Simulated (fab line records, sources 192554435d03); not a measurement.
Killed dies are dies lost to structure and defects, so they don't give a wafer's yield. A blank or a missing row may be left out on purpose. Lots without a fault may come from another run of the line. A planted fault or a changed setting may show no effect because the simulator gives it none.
One fault seen from 2 desks | flow n5_finfet | each desk has only its own numbers; what lay behind them comes last

THE METROLOGY DESK
What the gauges read, lot by lot, whatever tool the lot ran on: means of the sampled wafers that have a number. A lot is out of limits, marked OUT, if its mean lies more than 4 standard deviations from the usual mean; the brackets give that distance.
Columns: A = V10_OVL at N5_BEOL_M11_OVL_MEAS_29, usual 0.0 nm
lot  | first seen here | A
L928 | day 11 05:32    | -0.1
L927 | day 11 08:59    | 0.1
L929 | day 11 20:43    | -1.3
L930 | day 11 21:20    | -0.5
L931 | day 11 21:31    | 0.6
L932 | day 12 09:56    | 0.7
L934 | day 12 16:29    | -0.9
L937 | day 13 11:48    | -0.6
L939 | day 14 01:42    | -0.3
L941 | day 14 15:33    | 0.0
L942 | day 15 00:38    | 0.5
L947 | day 17 14:15    | -0.0
L948 | day 17 14:25    | 0.0
L949 | day 17 17:31    | 0.0
This desk's finding: nothing out of limits on any of the 14 lots.

THE TOOL OWNER'S DESK: cvd_co-02
The tool's own readings at N5_BEOL_M11_CVD_75 (deposits Co from CCTBA/H2, target thk 2 nm, time 138.9 s): means of the sampled wafers that have a number, for each lot that ran on this tool. A lot is out of limits, marked OUT, if its mean lies more than 4 standard deviations from the usual mean; the brackets give that distance.
Columns: A = run_length_s at N5_BEOL_M11_CVD_75, usual 161.8 s
lot  | first seen here | A
L927 | day 11 11:15    | 161.6
L930 | day 12 00:21    | 161.7
L931 | day 12 00:52    | 161.9
L932 | day 12 16:42    | 161.4
L934 | day 12 18:52    | 161.5
L937 | day 13 13:30    | 206.6 (+86) OUT
L941 | day 14 19:40    | 206.6 (+86) OUT
L942 | day 15 05:01    | 251.8 (+99 or more) OUT
L947 | day 17 17:53    | 162.0
L949 | day 17 19:12    | 161.8
This desk's finding: out of limits on L937, L941, L942; first on L937, day 13 13:30 (run_length_s at N5_BEOL_M11_CVD_75). In limits: L927, L930, L931, L932, L934, L947, L949.

PUT TOGETHER
The tool owner's desk could have raised an alarm at day 13 13:30, on L937, L941, L942.
The metrology desk saw nothing out of limits.
The metrology desk has L937, L941, L942 on record, within its limits.
Of the lots named, all ran N5_BEOL_M11_CVD_75 on cvd_co-02.

WHAT THE SIMULATOR HAD PUT IN
Process parameter drift: cvd_co-02, from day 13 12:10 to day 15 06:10, at N5_BEOL_M11_CVD_75. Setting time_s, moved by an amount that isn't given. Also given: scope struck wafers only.
Lots struck among those shown: L937, L941, L942.
Hours from the fault's start to each desk's first reading out of limits: the tool owner's desk, 1.
